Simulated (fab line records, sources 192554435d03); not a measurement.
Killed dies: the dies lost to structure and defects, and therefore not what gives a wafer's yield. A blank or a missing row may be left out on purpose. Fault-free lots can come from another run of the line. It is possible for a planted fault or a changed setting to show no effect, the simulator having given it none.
Chamber matching | flow n5-finfet | N5_BEOL_M10_STRIP_67 on rie-diel-04 has 4 sister chambers
The step strips in CF4. 22 wafers are shown with their chamber, then 11 later ones without.

## WAFERS, EACH WITH ITS CHAMBER
wafer  | chamber | showerhead-plenum-p-Torr (Torr) | drypump-motor-current-A (A) | throttle-valve-pct (%)
L076.1 | 0       | 1.87                            | 6.5                         | 13.48
L076.4 | 3       | 1.89                            | 5.9                         | 13.53
L076.6 | 2       | 1.76                            | 5.7                         | 13.04
L075.1 | 1       | 1.89                            | 6.1                         | 13.38
L075.3 | 0       | 1.87                            | 6.5                         | 13.48
L075.4 | 2       | 1.76                            | 5.7                         | 13.06
L079.3 | 2       | 1.76                            | 5.7                         | 13.05
L079.5 | 3       | 1.89                            | 6.0                         | 13.52
L079.6 | 0       | 1.87                            | 6.5                         | 13.47
L080.2 | 2       | 1.76                            | 5.7                         | 13.09
L080.3 | 1       | 1.88                            | 6.1                         | 13.41
L080.4 | 3       | 1.89                            | 5.9                         | 13.54
L085.1 | 1       | 1.88                            | 6.1                         | 13.43
L085.3 | 2       | 1.76                            | 5.7                         | 13.12
L085.4 | 0       | 1.87                            | 6.5                         | 13.53
L086.1 | 0       | 1.87                            | 6.5                         | 13.54
L086.2 | 2       | 1.76                            | 5.7                         | 13.11
L086.4 | 3       | 1.89                            | 5.9                         | 13.59
L088.1 | 2       | 1.76                            | 5.8                         | 13.12
L088.3 | 0       | 1.87                            | 6.5                         | 13.53
L088.4 | 1       | 1.88                            | 6.1                         | 13.42
L089.1 | 2       | 1.75                            | 5.7                         | 13.14

SIGNATURES (means of the wafers above)
reading                  | chamber 0 | chamber 1 | chamber 2 | chamber 3 | scatter within a chamber
showerhead-plenum-p-Torr | 1.8700    | 1.8825    | 1.7588    | 1.8900    | 0.003
drypump-motor-current-A  | 6.500     | 6.100     | 5.713     | 5.925     | 0.03
throttle-valve-pct       | 13.5050   | 13.4100   | 13.0913   | 13.5450   | 0.0324
Rule: for each reading, subtract the chamber's mean from the wafer's reading, divide by that reading's scatter and square the result; add these up over the readings and take the root, which gives the wafer's distance from the chamber. If the next closest chamber is less than 2 further off than the closest, the wafer can't be placed; otherwise it belongs to the closest. How the scatter is found: for the shown wafers, subtract from each reading the mean of its chamber, square and add these, divide the total by (wafers less chambers), then take the root.

## WAFERS WHOSE CHAMBER IS MISSING
wafer  | showerhead-plenum-p-Torr (Torr) | drypump-motor-current-A (A) | throttle-valve-pct (%)
L089.3 | 1.88                            | 5.9                         | 13.61
L089.6 | 1.88                            | 5.9                         | 13.60
L091.1 | 1.88                            | 6.0                         | 13.63
L091.4 | 1.75                            | 5.7                         | 13.14
L091.6 | 1.86                            | 6.5                         | 13.56
L095.2 | 1.87                            | 6.1                         | 13.47
L095.3 | 1.86                            | 6.5                         | 13.57
L095.4 | 1.75                            | 5.8                         | 13.14
L097.2 | 1.87                            | 6.1                         | 13.48
L097.3 | 1.88                            | 6.0                         | 13.62
L097.4 | 1.75                            | 5.7                         | 13.17

## EACH ONE'S CHAMBER
wafer  | from the rows above | in truth
L089.3 | 3                   | 3
L089.6 | 3                   | 3
L091.1 | 3                   | 3
L091.4 | 2                   | 2
L091.6 | 0                   | 0
L095.2 | 1                   | 1
L095.3 | 0                   | 0
L095.4 | 2                   | 2
L097.2 | 1                   | 1
L097.3 | 3                   | 3
L097.4 | 2                   | 2
Placed correctly: 11 of 11. From these rows, 0 cannot be placed. 0 placed wrongly.
